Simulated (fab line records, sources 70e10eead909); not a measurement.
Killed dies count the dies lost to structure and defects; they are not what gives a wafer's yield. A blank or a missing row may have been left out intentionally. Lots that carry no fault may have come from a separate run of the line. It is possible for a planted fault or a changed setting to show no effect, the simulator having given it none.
Matching of chambers | flow nand_harc | NHARC_A_STAIRCASE_STRIP_476 on rie_diel-03: 4 sister chambers
The step strips in O2, time 20 s. 8 wafers are shown with their chamber, then 7 later ones without.

== EACH WAFER AND ITS CHAMBER ==
wafer  | chamber | drypump_motor_current_A (A) | showerhead_plenum_p_Torr (Torr)
L075.2 | 3       | 6.0                         | 3.50
L076.3 | 1       | 4.9                         | 3.60
L082.5 | 2       | 5.2                         | 3.63
L082.6 | 3       | 6.1                         | 3.49
L084.3 | 2       | 5.2                         | 3.62
L084.5 | 0       | 5.1                         | 3.50
L087.1 | 0       | 5.1                         | 3.50
L087.5 | 1       | 4.9                         | 3.58

== WAFERS MISSING THEIR CHAMBER ==
wafer  | drypump_motor_current_A (A) | showerhead_plenum_p_Torr (Torr)
L087.6 | 5.2                         | 3.62
L083.4 | 5.1                         | 3.50
L083.5 | 5.2                         | 3.62
L083.6 | 6.1                         | 3.48
L094.1 | 5.1                         | 3.49
L094.2 | 5.2                         | 3.61
L094.3 | 6.1                         | 3.47

== WHICH CHAMBER EACH ONE RAN IN ==
wafer  | from the rows above | in truth
L087.6 | 2                   | 2
L083.4 | 0                   | 0
L083.5 | 2                   | 2
L083.6 | 3                   | 3
L094.1 | 0                   | 0
L094.2 | 2                   | 2
L094.3 | 3                   | 3
Placed correctly: 7 of 7. Can't be placed from these rows: 0. Number placed wrongly: 0.
How it was worked out, from the rows above alone: a wafer's distance from a chamber is the root of the sum, over the readings, of the square of ((its reading less the chamber's mean) divided by the reading's scatter). If the next closest chamber is less than 2 further off than the closest, the wafer can't be placed; otherwise it belongs to the closest. Each chamber's mean is taken over the wafers shown for it. The scatter: take each reading less its chamber's mean, square it, sum over the shown wafers, divide by the number of wafers less the number of chambers, and take the root.
